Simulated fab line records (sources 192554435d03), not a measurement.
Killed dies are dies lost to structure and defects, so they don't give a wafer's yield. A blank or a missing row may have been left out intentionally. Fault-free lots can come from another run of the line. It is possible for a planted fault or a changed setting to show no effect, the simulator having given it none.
Chamber matching | flow n5 finfet | N5_BEOL_M3_ALD_98 on ald sin-01: 4 sister chambers
The step deposits SiO2, target thk 2.5 nm, pulse time 1 s, co reactant pulse time 1 s. 16 wafers are shown with their chamber, then 8 later ones without.

WAFERS PAIRED WITH THEIR CHAMBERS
wafer  | chamber | heater power w (W) | precursor pulse height rel | susceptor temp C (C)
L074.2 | 2       | 77                 | 1.021                      | 99.99
L074.5 | 2       | 76                 | 0.971                      | 99.83
L074.6 | 3       | 92                 | 1.016                      | 100.03
L075.1 | 0       | 79                 | 1.022                      | 99.90
L075.2 | 1       | 79                 | 0.989                      | 99.95
L075.4 | 3       | 91                 | 0.999                      | 99.84
L081.3 | 3       | 91                 | 1.019                      | 100.20
L081.5 | 1       | 77                 | 0.975                      | 100.33
L081.6 | 0       | 80                 | 0.976                      | 100.10
L084.1 | 1       | 79                 | 1.007                      | 99.97
L084.2 | 3       | 91                 | 1.031                      | 99.90
L084.5 | 3       | 92                 | 1.036                      | 99.90
L085.2 | 2       | 76                 | 0.958                      | 100.09
L085.4 | 3       | 92                 | 0.980                      | 100.08
L085.5 | 0       | 81                 | 1.043                      | 100.05
L086.1 | 1       | 80                 | 1.046                      | 99.75

SIGNATURES (averages over the wafers above)
reading                    | chamber 0 | chamber 1 | chamber 2 | chamber 3 | scatter within a chamber
heater power w             | 80.00     | 78.75     | 76.33     | 91.50     | 0.862
precursor pulse height rel | 1.01367   | 1.00425   | 0.98333   | 1.01350   | 0.0283
susceptor temp C           | 100.0167  | 100.0000  | 99.9700   | 99.9917   | 0.164
Rule: a wafer's distance from a chamber is the root of the sum, over the readings, of the square of ((its reading less the chamber's mean) divided by the reading's scatter). The wafer belongs to the nearest chamber; if the next one is less than 2 further off, it can't be placed. How the scatter is found: for the shown wafers, subtract from each reading the mean of its chamber, square and add these, divide the total by (wafers less chambers), then take the root.

WAFERS MISSING THEIR CHAMBER
wafer  | heater power w (W) | precursor pulse height rel | susceptor temp C (C)
L086.2 | 91                 | 1.010                      | 99.96
L086.6 | 92                 | 1.000                      | 100.27
L091.2 | 79                 | 1.012                      | 100.06
L091.4 | 79                 | 1.009                      | 99.77
L091.5 | 78                 | 0.987                      | 99.90
L093.1 | 79                 | 0.980                      | 99.83
L093.4 | 76                 | 0.983                      | 100.09
L093.6 | 81                 | 1.010                      | 99.95

WHICH CHAMBER EACH ONE RAN IN
wafer  | from the rows above          | in truth
L086.2 | 3                            | 3
L086.6 | 3                            | 3
L091.2 | can't be placed: 1 or 0      | 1
L091.4 | can't be placed: 1 or 0      | 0
L091.5 | can't be placed: 1 or 2 or 0 | 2
L093.1 | can't be placed: 1 or 0 or 2 | 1
L093.4 | 2                            | 2
L093.6 | can't be placed: 0 or 1      | 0
Placed correctly: 3 of 8. Unplaceable from these rows: 5, with the true chamber sitting among the candidates in 5. Placed wrongly: 0.
